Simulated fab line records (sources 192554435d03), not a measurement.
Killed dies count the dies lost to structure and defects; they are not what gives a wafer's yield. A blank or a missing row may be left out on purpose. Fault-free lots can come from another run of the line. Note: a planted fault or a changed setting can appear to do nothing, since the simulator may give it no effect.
fab line records -- flow n5-finfet
record: lots: 6, wafers: 18, last-day: 18
route steps=1938 shown BEOL_M3@1001 BEOL_M4@1111 PASSIVATION@1936
lots that met no fault: from a run of the same line without faults
start-h: hours from the record's opening day to when the first of the lot's shown wafers began -- wait-h: hours from the lot's prior step to this one -- " as in the row above -- L1.1+2: several wafers, shown together as one row -- - no value, or no start was given -- * or withheld: withheld -- < > ~ a bound
route shown NAME@n: a module of which the file shows steps, and the number in the route of the first -- usual: mean and standard deviation over wafers with no fault -- same: alike in all rows -- chamber/n: place in a boat -- sites: per-site readings -- _std_site: the values' standard deviation -- _edge_site: mean of outer sites minus mean of inner sites -- radius-mm: for every site, how far away it sits from the centre of the wafer -- mask NAME#n: copy n -- behind: the last tool/chamber to shape the wafer -- hold: what put the lot on hold/how long, in hours/how the hold closed -- device: the transistor (n, p or np) that didn't switch -- end of line: the route-end tests of the same wafers -- a step without rows: its recipe alone -- killed: dies that structure and defects cost at the first sort, which is not the same as the wafer's yield -- map: shows each die of a wafer: x if killed, . if not, _ if none is there
set.NAME: setting as actually run; set.NAME@STEP: the setting as run at that earlier step -- model.NAME: the simulator's own value behind a step, which no gauge read
certain route steps with their lots: each step a table, each wafer a row
services: the hour from which a tool's chamber was out of use, counted from the record's first day as start-h (under 0 if before that day), plus the number of hours and why
== steps ==
step: N5_BEOL_M3_ANNEAL_87
recipe: temp-c: 400, time-s: 240, ambient: vacuum
step: N5_BEOL_M3_SPUTTER_88
recipe: material: Cu, target-thk-a: 45, temp-c: -20, chamber-pressure-pa: 0.07, power-w: withheld, time-s: 8.29
step: N5_BEOL_M3_ANNEAL_89
recipe: temp-c: 400, time-s: 240, ambient: vacuum
step: N5_BEOL_M3_SPUTTER_90
recipe: material: Cu, target-thk-a: 45, temp-c: -20, chamber-pressure-pa: 0.07, power-w: withheld, time-s: 8.29
usual: throttle-valve-pct: 29.8/0.99
lot.wafer,tool,chamber,start-h,wait-h,throttle-valve-pct
L894.2,pvd-sputter-02,-,156.61,0.1,28.1
L894.3,pvd-sputter-02,-,156.61,0.1,29.8
L894.6,pvd-sputter-02,-,156.61,0.1,29.8
L897.4,pvd-sputter-02,-,181.24,0.1,28.3
L897.5,pvd-sputter-02,-,181.24,0.1,30.2
L897.6,pvd-sputter-02,-,181.24,0.1,28.5
L910.2,pvd-sputter-02,-,280.66,0.1,29.7
L910.5,pvd-sputter-02,-,280.66,0.1,28.4
L910.6,pvd-sputter-02,-,280.66,0.1,31.2
L913.1,pvd-sputter-03,-,288.63,0.1,29.7
L913.2,pvd-sputter-03,-,288.63,0.1,31.2
L913.4,pvd-sputter-03,-,288.63,0.1,30.6
L914.2,pvd-sputter-03,-,300.98,0.1,30.5
L914.3,pvd-sputter-03,-,300.98,0.1,30.1
L914.6,pvd-sputter-03,-,300.98,0.1,28.6
L915.2,pvd-sputter-03,-,307.95,0.1,29.0
L915.3,pvd-sputter-03,-,307.95,0.1,31.1
L915.4,pvd-sputter-03,-,307.95,0.1,29.9
step: N5_BEOL_M3_ANNEAL_91
recipe: temp-c: 400, time-s: 240, ambient: vacuum
usual: heater-power-w: 823/69
lot.wafer,tool,chamber,start-h,wait-h,heater-power-w
L894.2,pvd-sputter-02,-,156.69,0.0,824
L894.3,pvd-sputter-02,-,156.69,0.0,871
L894.6,pvd-sputter-02,-,156.69,0.0,875
L897.4,pvd-sputter-02,-,181.32,0.0,989
L897.5,pvd-sputter-02,-,181.32,0.0,872
L897.6,pvd-sputter-02,-,181.32,0.0,952
L910.2,pvd-sputter-02,-,280.74,0.0,874
L910.5,pvd-sputter-02,-,280.74,0.0,954
L910.6,pvd-sputter-02,-,280.74,0.0,812
L913.1,pvd-sputter-03,-,288.71,0.0,776
L913.2,pvd-sputter-03,-,288.71,0.0,858
L913.4,pvd-sputter-03,-,288.71,0.0,756
L914.2,pvd-sputter-03,-,301.06,0.0,750
L914.3,pvd-sputter-03,-,301.06,0.0,783
L914.6,pvd-sputter-03,-,301.06,0.0,900
L915.2,pvd-sputter-03,-,308.03,0.0,884
L915.3,pvd-sputter-03,-,308.03,0.0,875
L915.4,pvd-sputter-03,-,308.03,0.0,790
step: N5_BEOL_M3_SPUTTER_92
recipe: material: Cu, target-thk-a: 45, temp-c: -20, chamber-pressure-pa: 0.07, power-w: withheld, time-s: 8.29
step: N5_BEOL_M3_ANNEAL_93
recipe: temp-c: 400, time-s: 240, ambient: vacuum
step: N5_BEOL_M3_SPUTTER_94
recipe: material: Cu, target-thk-a: 45, temp-c: -20, chamber-pressure-pa: 0.07, power-w: withheld, time-s: 8.29
usual: throttle-valve-pct: 29.8/1
lot.wafer,tool,chamber,start-h,wait-h,throttle-valve-pct
L894.2,pvd-sputter-02,-,157.05,0.1,28.2
L894.3,pvd-sputter-02,-,157.05,0.1,29.9
L894.6,pvd-sputter-02,-,157.05,0.1,29.8
L897.4,pvd-sputter-02,-,181.68,0.1,28.4
L897.5,pvd-sputter-02,-,181.68,0.1,30.0
L897.6,pvd-sputter-02,-,181.68,0.1,28.5
L910.2,pvd-sputter-02,-,281.10,0.1,30.0
L910.5,pvd-sputter-02,-,281.10,0.1,28.6
L910.6,pvd-sputter-02,-,281.10,0.1,31.2
L913.1,pvd-sputter-03,-,289.07,0.1,30.0
L913.2,pvd-sputter-03,-,289.07,0.1,31.3
L913.4,pvd-sputter-03,-,289.07,0.1,30.6
L914.2,pvd-sputter-03,-,301.42,0.1,31.1
L914.3,pvd-sputter-03,-,301.42,0.1,30.4
L914.6,pvd-sputter-03,-,301.42,0.1,28.7
L915.2,pvd-sputter-03,-,308.39,0.1,28.9
L915.3,pvd-sputter-03,-,308.39,0.1,31.4
L915.4,pvd-sputter-03,-,308.39,0.1,30.1
step: N5_BEOL_M3_ANNEAL_95
recipe: temp-c: 400, time-s: 240, ambient: vacuum
step: N5_BEOL_M3_SPUTTER_96
recipe: material: Cu, target-thk-a: 45, temp-c: -20, chamber-pressure-pa: 0.07, power-w: withheld, time-s: 8.29
usual: throttle-valve-pct: 29.8/0.97
lot.wafer,tool,chamber,start-h,wait-h,throttle-valve-pct
L894.2,pvd-sputter-02,-,157.27,0.1,28.1
L894.3,pvd-sputter-02,-,157.27,0.1,29.8
L894.6,pvd-sputter-02,-,157.27,0.1,29.7
L897.4,pvd-sputter-02,-,181.90,0.1,28.5
L897.5,pvd-sputter-02,-,181.90,0.1,29.9
L897.6,pvd-sputter-02,-,181.90,0.1,28.5
L910.2,pvd-sputter-02,-,281.32,0.1,30.2
L910.5,pvd-sputter-02,-,281.32,0.1,28.5
L910.6,pvd-sputter-02,-,281.32,0.1,31.3
L913.1,pvd-sputter-03,-,289.29,0.1,30.0
L913.2,pvd-sputter-03,-,289.29,0.1,31.3
L913.4,pvd-sputter-03,-,289.29,0.1,30.8
L914.2,pvd-sputter-03,-,301.64,0.1,30.7
L914.3,pvd-sputter-03,-,301.64,0.1,30.2
L914.6,pvd-sputter-03,-,301.64,0.1,28.8
L915.2,pvd-sputter-03,-,308.61,0.1,28.8
L915.3,pvd-sputter-03,-,308.61,0.1,31.1
L915.4,pvd-sputter-03,-,308.61,0.1,29.9
step: N5_BEOL_M3_ECD_50
recipe: material: Cu, target-thk-a: 3000
step: N5_BEOL_M3_ANNEAL_51
recipe: temp-c: 225, time-s: 90, ambient: N2
usual: wafer_temp_C_max: 226.38/0.3
lot.wafer,tool,chamber,start-h,wait-h,wafer_temp_C_max
L894.2,rtp-anneal-02,0,157.51,0.1,226.42
L894.3,rtp-anneal-02,0,157.51,0.1,226.64
L894.6,rtp-anneal-02,0,157.51,0.1,226.39
L897.4,rtp-anneal-01,0,182.23,0.2,226.25
L897.5,rtp-anneal-01,0,182.23,0.2,226.34
L897.6,rtp-anneal-01,0,182.23,0.2,225.89
L910.2,rtp-anneal-01,0,281.56,0.1,226.60
L910.5,rtp-anneal-01,0,281.56,0.1,226.15
L910.6,rtp-anneal-01,0,281.56,0.1,226.70
L913.1,rtp-anneal-02,0,289.48,0.1,226.55
L913.2,rtp-anneal-02,0,289.48,0.1,226.71
L913.4,rtp-anneal-02,0,289.48,0.1,226.45
L914.2,rtp-anneal-02,0,301.92,0.1,226.58
L914.3,rtp-anneal-02,0,301.92,0.1,226.45
L914.6,rtp-anneal-02,0,301.92,0.1,226.19
L915.2,rtp-anneal-02,0,308.85,0.1,226.22
L915.3,rtp-anneal-02,0,308.85,0.1,226.13
L915.4,rtp-anneal-02,0,308.85,0.1,225.98
step: N5_BEOL_M3_CMP_52
recipe: stop-on: SiOC, t-overpolish-s: 6.8, down-force-psi: 1, platen-rpm: 50, clearing-platen-down-force-psi: 1.5, clearing-platen-rpm: 50, post-cmp-clean: cu-alkaline, target-thk-nm: 40, clearing-platen-pad-velocity-m-s: 0.99484, pad-velocity-m-s: 0.99484
usual: barrier-field-endpoint-s: 25.1/0.72, motor-current-A: 6.1/0.59, overpolish-run-s: 6.800/0.0092, platen-rpm: 50.00/0.032, time-to-endpoint-s: 66/3.9
lot.wafer,tool,chamber,start-h,wait-h,barrier-field-endpoint-s,motor-current-A,overpolish-run-s,platen-rpm,time-to-endpoint-s
L894.3,cmp-02,2,157.85,0.3,25.0,6.8,6.815,49.96,65
L894.2,cmp-02,3,157.85,0.3,25.4,7.2,6.819,49.95,66
L894.6,cmp-02,1,157.85,0.3,24.2,6.2,6.797,50.01,60
L897.4,cmp-01,3,182.39,0.1,24.5,5.2,6.795,49.97,62
L897.6,cmp-01,3,182.39,0.1,24.6,5.5,6.802,49.97,60
L897.5,cmp-01,0,182.39,0.1,25.3,5.8,6.797,50.03,63
L910.2,cmp-02,3,281.81,0.2,30.0,7.1,6.784,49.98,76
L910.5,cmp-02,3,281.81,0.2,29.9,7.4,6.787,50.01,75
L910.6,cmp-02,0,281.81,0.2,30.6,6.7,6.801,50.03,82
L913.2,cmp-01,3,289.78,0.2,25.0,5.3,6.809,49.92,64
L913.1,cmp-01,0,289.78,0.2,26.3,6.0,6.791,50.00,71
L913.4,cmp-01,2,289.78,0.2,26.2,5.5,6.792,50.00,70
L914.3,cmp-02,3,302.17,0.2,31.5,7.2,6.809,50.00,83
L914.2,cmp-02,2,302.17,0.2,30.4,6.8,6.796,49.98,81
L914.6,cmp-02,3,302.17,0.2,31.0,7.5,6.794,49.97,82
L915.2,cmp-04,3,309.11,0.2,25.0,5.9,6.794,50.02,70
L915.4,cmp-04,0,309.11,0.2,25.2,6.4,6.801,49.97,67
L915.3,cmp-04,1,309.11,0.2,25.3,5.7,6.789,49.97,66
step: N5_BEOL_M4_RC_MEAS_101
usual: DIBL_N: 36.0/2.5, DIBL_P: 36.7/3, IOFF_N: 0.16/0.043, IOFF_P: 0.21/0.049, ION_N: 673/15, ION_P: 461/9.8, SS_N: 71.5/0.83, SS_P: 73.4/0.83, VT_N: 250/4, VT_P: -251/4
lot.wafer,tool,chamber,start-h,wait-h,DIBL_N[mV/V],DIBL_P[mV/V],IOFF_N[nA/um],IOFF_P[nA/um],ION_N[uA/um],ION_P[uA/um],SS_N[mV/dec],SS_P[mV/dec],VT_N[mV],VT_P[mV]
L894.2,prober-02,0,180.71,0.2,32.6,33.0,0.11,0.15,676,463,70.9,73.1,252,-255
L894.3,prober-02,0,180.71,0.2,36.9,37.1,0.17,0.21,661,450,71.1,73.8,250,-251
L894.6,prober-02,0,180.71,0.2,38.8,39.5,0.21,0.25,672,463,71.7,74.5,246,-250
L897.4,prober-01,0,192.83,0.5,37.2,39.0,0.17,0.25,676,464,71.2,73.3,247,-248
L897.5,prober-01,0,192.83,0.5,37.2,37.7,0.15,0.21,664,455,71.4,72.9,250,-250
L897.6,prober-01,0,192.83,0.5,37.6,38.0,0.16,0.24,678,471,71.9,73.2,249,-247
L910.2,prober-02,0,296.29,0.2,33.6,34.7,0.13,0.16,654,443,71.1,72.4,255,-254
L910.5,prober-02,0,296.29,0.2,34.3,36.4,0.14,0.18,678,463,70.8,72.9,253,-253
L910.6,prober-02,0,296.29,0.2,31.0,31.9,0.10,0.12,648,441,69.8,72.7,257,-259
L913.1,prober-01,0,305.14,0.0,36.1,36.6,0.15,0.21,660,462,72.1,73.6,250,-249
L913.2,prober-01,0,305.14,0.0,34.3,34.1,0.12,0.18,654,453,72.2,72.7,252,-251
L913.4,prober-01,0,305.14,0.0,39.4,41.6,0.26,0.32,713,488,73.3,74.2,240,-244
L914.2,prober-01,0,320.03,0.2,37.2,38.7,0.19,0.22,670,452,71.5,73.9,247,-249
L914.3,prober-01,0,320.03,0.2,37.1,39.0,0.17,0.23,663,457,71.8,73.9,249,-250
L914.6,prober-01,0,320.03,0.2,36.9,38.0,0.17,0.22,688,467,71.7,73.6,249,-250
L915.2,prober-01,0,325.48,0.2,35.5,36.3,0.13,0.16,666,456,71.7,72.6,255,-257
L915.3,prober-01,0,325.48,0.2,36.5,37.3,0.14,0.17,651,443,71.4,73.3,255,-254
L915.4,prober-01,0,325.48,0.2,30.5,30.2,0.08,0.10,635,435,69.7,71.2,258,-264
step: N5_PASSIVATION_PROBE_49
usual: defect-limited-yield: 91.1/1.5, killed_at_M0_to_M3: 37/11, killed_at_M4_up: 13/5.6, killed-at-contacts: 12/5.6, killed-at-front-end: 39/11, killed-at-other: 4/3.1, killed-dies: 105/18, killed-on-rim: 14/3.8, killed-open: 69/13, killed-short: 35/7.4, sort_bin_5_function: 5.1/0.92, sort_bin_6_memory: 3.4/0.76, sort_bin_8_speed: 0.02/0.11, sort-n-pass: 1075/18, sort-yield-pct: 91.1/1.5
same: gross-dies: 1180, killed-at-back-side: 0, sort_bin_4_leakage[%]: 0
lot.wafer,tool,chamber,start-h,wait-h,defect-limited-yield[%],killed_at_M0_to_M3,killed_at_M4_up,killed-at-contacts,killed-at-front-end,killed-at-other,killed-dies,killed-on-rim,killed-open,killed-short,sort_bin_5_function[%],sort_bin_6_memory[%],sort_bin_8_speed[%],sort-n-pass,sort-yield-pct[%]
L894.2,prober-02,-,284.57,0.1,89.6,55,18,14,35,1,123,21,94,29,6.3,4.0,0,1057,89.6
L894.3,prober-02,-,284.62,0.1,90.9,47,11,11,35,3,107,13,83,24,5.8,3.2,0,1073,90.9
L894.6,prober-02,-,284.77,0.3,90.1,33,13,23,42,6,117,19,82,35,5.1,4.2,0,1063,90.1
L897.4,prober-01,-,290.54,0.2,91.4,30,11,15,42,3,101,13,59,40,5.2,2.9,0,1079,91.4
L897.5,prober-01,-,290.59,0.2,88.1,43,18,13,61,5,140,14,85,45,6.7,3.9,0,1040,88.1
L897.6,prober-01,-,290.64,0.3,90.1,27,17,10,62,1,117,17,70,46,6.2,3.4,0,1063,90.1
L910.6,prober-02,-,410.28,0.3,91.7,31,11,12,42,2,98,12,65,32,6.0,2.3,0.34,1078,91.4
L914.2,prober-02,-,422.72,0.1,91.4,33,21,4,40,3,101,14,54,46,5.0,3.1,0,1079,91.4
L914.3,prober-02,-,422.77,0.1,88.9,53,11,17,45,5,131,15,86,45,5.9,4.7,0,1049,88.9
L914.6,prober-02,-,422.92,0.3,89.1,42,17,5,64,1,129,15,84,45,6.3,4.4,0,1051,89.1
killed by level:class
L894.2 FIN_SAQP:geometric-particle:open=12 BEOL_M1:geometric-particle:open=12 MOL_CONTACT_COAG:geometric-particle:open=11 BEOL_M2:geometric-particle:open=11 DUMMY_GATE:geometric-particle:open=10 BEOL_M0_SAQP:geometric-particle:short=10 BEOL_M4:geometric-particle:open=9 BEOL_M0_SAQP:geometric-particle:open=8
L894.3 BEOL_M2:geometric-particle:open=14 MOL_CONTACT_COAG:geometric-particle:open=10 BEOL_M0_SAQP:geometric-particle:open=9 STI_FIN_REVEAL:geometric-particle:open=8 BEOL_M4:geometric-particle:open=8 DUMMY_GATE:geometric-particle:open=7 BEOL_M3:geometric-particle:open=7 DUMMY_GATE:geometric-particle:short=4
L894.6 MOL_CONTACT_COAG:geometric-particle:open=23 BEOL_M1:geometric-particle:open=10 FIN_SAQP:geometric-particle:short=7 BEOL_M3:geometric-particle:open=7 BEOL_M0_SAQP:geometric-particle:short=6 DUMMY_GATE:geometric-particle:open=6 BEOL_M4:geometric-particle:open=6 STI_FIN_REVEAL:geometric-particle:open=5
L897.4 FIN_SAQP:geometric-particle:short=14 MOL_CONTACT_COAG:geometric-particle:open=13 BEOL_M0_SAQP:geometric-particle:short=11 FIN_SAQP:geometric-particle:open=9 BEOL_M0_SAQP:geometric-particle:open=5 BEOL_M4:geometric-particle:open=5 STARTING-WAFER:geometric-particle:short=5 STI_FIN_REVEAL:geometric-particle:open=4
L897.5 BEOL_M0_SAQP:geometric-particle:open=16 FIN_SAQP:geometric-particle:open=15 BEOL_M0_SAQP:geometric-particle:short=13 FIN_SAQP:geometric-particle:short=12 GATE_CUT:geometric-particle:short=10 MOL_CONTACT_COAG:geometric-particle:open=10 BEOL_M4:geometric-particle:open=9 GATE_CUT:geometric-particle:open=8
L897.6 FIN_SAQP:geometric-particle:open=13 FIN_SAQP:geometric-particle:short=11 GATE_CUT:geometric-particle:short=11 STI_FIN_REVEAL:geometric-particle:open=9 MOL_CONTACT_COAG:geometric-particle:open=9 BEOL_M0_SAQP:geometric-particle:short=9 BEOL_M4:geometric-particle:open=8 BEOL_M0_SAQP:geometric-particle:open=6
L910.6 MOL_CONTACT_COAG:geometric-particle:open=12 BEOL_M3:geometric-particle:open=12 STI_FIN_REVEAL:geometric-particle:open=9 BEOL_M2:geometric-particle:open=7 BEOL_M3:geometric-particle:short=7 BEOL_M4:geometric-particle:open=6 STARTING-WAFER:geometric-particle:short=5 STI_FIN_REVEAL:geometric-particle:short=4
L914.2 FIN_SAQP:geometric-particle:short=11 BEOL_M0_SAQP:geometric-particle:short=9 BEOL_M5:geometric-particle:open=8 BEOL_M0_SAQP:geometric-particle:open=7 GATE_CUT:geometric-particle:short=6 FIN_SAQP:geometric-particle:open=4 BEOL_M1:geometric-particle:open=4 BEOL_M6:geometric-particle:open=4
L914.3 BEOL_M0_SAQP:geometric-particle:open=15 MOL_CONTACT_COAG:geometric-particle:open=13 BEOL_M2:geometric-particle:open=12 BEOL_M0_SAQP:geometric-particle:short=11 STI_FIN_REVEAL:geometric-particle:open=9 GATE_CUT:geometric-particle:short=8 FIN_SAQP:geometric-particle:open=7 DUMMY_GATE:geometric-particle:open=5
L914.6 STI_FIN_REVEAL:geometric-particle:open=21 BEOL_M1:geometric-particle:open=12 FIN_SAQP:geometric-particle:short=9 BEOL_M4:geometric-particle:open=9 BEOL_M0_SAQP:geometric-particle:short=8 DUMMY_GATE:geometric-particle:open=7 FIN_SAQP:geometric-particle:open=6 BEOL_M2:geometric-particle:short=6
== services ==
tool,chamber,start-h,hours,kind
rtp-anneal-01,-,159.41,5.1,pm
cmp-01,-,199.59,4.0,pm
cmp-01,-,203.59,-,consumable-replace:conditioner
cmp-01,-,203.59,-,consumable-replace:pad
cmp-02,-,212.30,1.2,repair
cmp-04,-,226.17,0.8,repair
cmp-02,-,240.29,1.6,repair
cmp-04,-,247.55,1.4,repair
cmp-01,-,252.12,1.1,repair
cmp-04,-,277.06,6.8,pm
cmp-02,-,282.76,1.0,repair
cmp-01,-,288.05,0.5,repair
== key ==
first-sign: step: N5_BEOL_M3_CMP_52, reading: barrier-field-endpoint-s, direction: up, sigmas: 7.6, usual: 25.1, struck: 30.6
effect: step: N5_BEOL_M3_CMP_52, reading: time-to-endpoint-s, direction: up, sigmas: 3.7, usual: *, struck: *
met-at N5_BEOL_M3_CMP_52
struck-wafers L910.2,L910.5,L910.6,L914.2,L914.3,L914.6
onset-between 157.85 281.81
fault: kind: process-parameter-drift, tool: cmp-02, chamber: -, onset-h: 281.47, steps: N5_BEOL_M3_CMP_52, channel: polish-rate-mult, offset: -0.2, shape: step, end-h: 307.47
